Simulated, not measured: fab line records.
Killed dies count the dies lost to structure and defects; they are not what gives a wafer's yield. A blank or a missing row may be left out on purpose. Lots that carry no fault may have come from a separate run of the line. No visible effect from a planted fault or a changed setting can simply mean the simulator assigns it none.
Chamber matching | flow nand-harc | 4 sister chambers for NHARC_A_STAIRCASE_ETCH_253 on rie-diel-04
The step etches the open film in C4F8/O2, target depth 50 nm, time 20.2 s. 16 wafers are shown with their chamber, then 8 later ones without.

== WAFERS, EACH WITH ITS CHAMBER ==
wafer  | chamber | rf-vpp-V (V) | oes-product-au (a.u.)
L074.1 | 1       | 890          | 0.954
L074.2 | 3       | 885          | 0.946
L074.6 | 2       | 898          | 0.939
L075.1 | 0       | 892          | 0.946
L075.3 | 2       | 899          | 0.955
L075.5 | 3       | 885          | 0.934
L076.2 | 0       | 892          | 0.935
L076.3 | 3       | 887          | 0.927
L076.5 | 2       | 898          | 0.932
L085.3 | 3       | 905          | 0.947
L085.4 | 1       | 888          | 0.960
L085.6 | 0       | 894          | 0.932
L088.2 | 3       | 905          | 0.975
L088.4 | 2       | 899          | 0.988
L088.5 | 2       | 899          | 0.980
L089.3 | 3       | 906          | 0.962

SIGNATURES (averages over the wafers above)
reading        | chamber 0 | chamber 1 | chamber 2 | chamber 3 | scatter within a chamber
rf-vpp-V       | 892.67    | 889.00    | 898.60    | 895.50    | 7.01
oes-product-au | 0.93767   | 0.95700   | 0.95880   | 0.94850   | 0.0185
Rule: a wafer's distance from a chamber is the root of the sum, over the readings, of the square of ((its reading less the chamber's mean) divided by the reading's scatter). If the next closest chamber is less than 2 further off than the closest, the wafer can't be placed; otherwise it belongs to the closest. How the scatter is found: for the shown wafers, subtract from each reading the mean of its chamber, square and add these, divide the total by (wafers less chambers), then take the root.

== WAFERS WITHOUT THEIR CHAMBER ==
wafer  | rf-vpp-V (V) | oes-product-au (a.u.)
L089.4 | 889          | 0.999
L089.6 | 907          | 0.968
L092.1 | 892          | 0.966
L092.3 | 896          | 0.989
L092.4 | 905          | 0.979
L093.2 | 899          | 0.934
L093.4 | 893          | 0.930
L093.5 | 892          | 0.929

== THE CHAMBER EACH PASSED THROUGH ==
wafer  | from the rows above               | in truth
L089.4 | can't be placed: 1 or 2 or 3 or 0 | 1
L089.6 | can't be placed: 2 or 3 or 0 or 1 | 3
L092.1 | can't be placed: 1 or 2 or 3 or 0 | 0
L092.3 | can't be placed: 2 or 1 or 3 or 0 | 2
L092.4 | can't be placed: 2 or 3 or 1 or 0 | 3
L093.2 | can't be placed: 0 or 3 or 2 or 1 | 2
L093.4 | can't be placed: 0 or 3 or 1 or 2 | 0
L093.5 | can't be placed: 0 or 3 or 1 or 2 | 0
0 of 8 placed correctly. Not placeable from these rows: 8 (in 8, the candidates include the true chamber). Number placed wrongly: 0.
